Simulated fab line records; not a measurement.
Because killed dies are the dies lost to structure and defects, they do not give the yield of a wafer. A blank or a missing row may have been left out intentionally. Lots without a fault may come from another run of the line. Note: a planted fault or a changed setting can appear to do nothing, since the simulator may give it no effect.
Chamber matching	flow n5_finfet	N5_BEOL_M10_STRIP_67 on rie_diel-04 has 4 sister chambers
The step strips in CF4. 8 wafers are shown with their chamber, then 8 later ones without.

## WAFERS WITH THEIR CHAMBER
wafer	chamber	drypump_motor_current_A (A)	showerhead_plenum_p_Torr (Torr)
L079.3	0	5.53	1.76
L079.4	1	5.92	1.71
L078.6	2	5.39	1.77
L076.3	1	5.91	1.71
L087.2	3	5.20	1.77
L087.3	0	5.53	1.76
L087.4	2	5.39	1.76
L089.2	3	5.23	1.77

## WAFERS MISSING THEIR CHAMBER
wafer	drypump_motor_current_A (A)	showerhead_plenum_p_Torr (Torr)
L089.4	5.40	1.76
L089.5	5.54	1.76
L092.1	5.21	1.77
L092.2	5.92	1.90
L092.3	5.52	1.76
L095.3	5.18	1.76
L095.4	5.91	1.90
L095.5	5.91	1.90

## WHICH CHAMBER EACH ONE RAN IN
wafer	from the rows above	in truth
L089.4	2	2
L089.5	0	0
L092.1	3	3
L092.2	can't be placed: 0 or 1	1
L092.3	0	0
L095.3	3	3
L095.4	can't be placed: 0 or 1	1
L095.5	can't be placed: 0 or 1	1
Correctly placed: 5 of 8. Cannot be placed on the basis of these rows: 3; the candidates contain the true chamber in 3. 0 placed wrongly.
How it was worked out, from the rows above alone: a wafer's distance from a chamber is the root of the sum, over the readings, of the square of ((its reading less the chamber's mean) divided by the reading's scatter). The wafer belongs to the nearest chamber; if the next one is less than 2 further off, it can't be placed. The mean given for a chamber averages the wafers shown for that chamber. The scatter is the square root of a quotient: the sum, over the shown wafers, of each reading's squared deviation from its chamber's mean, divided by wafers minus chambers.
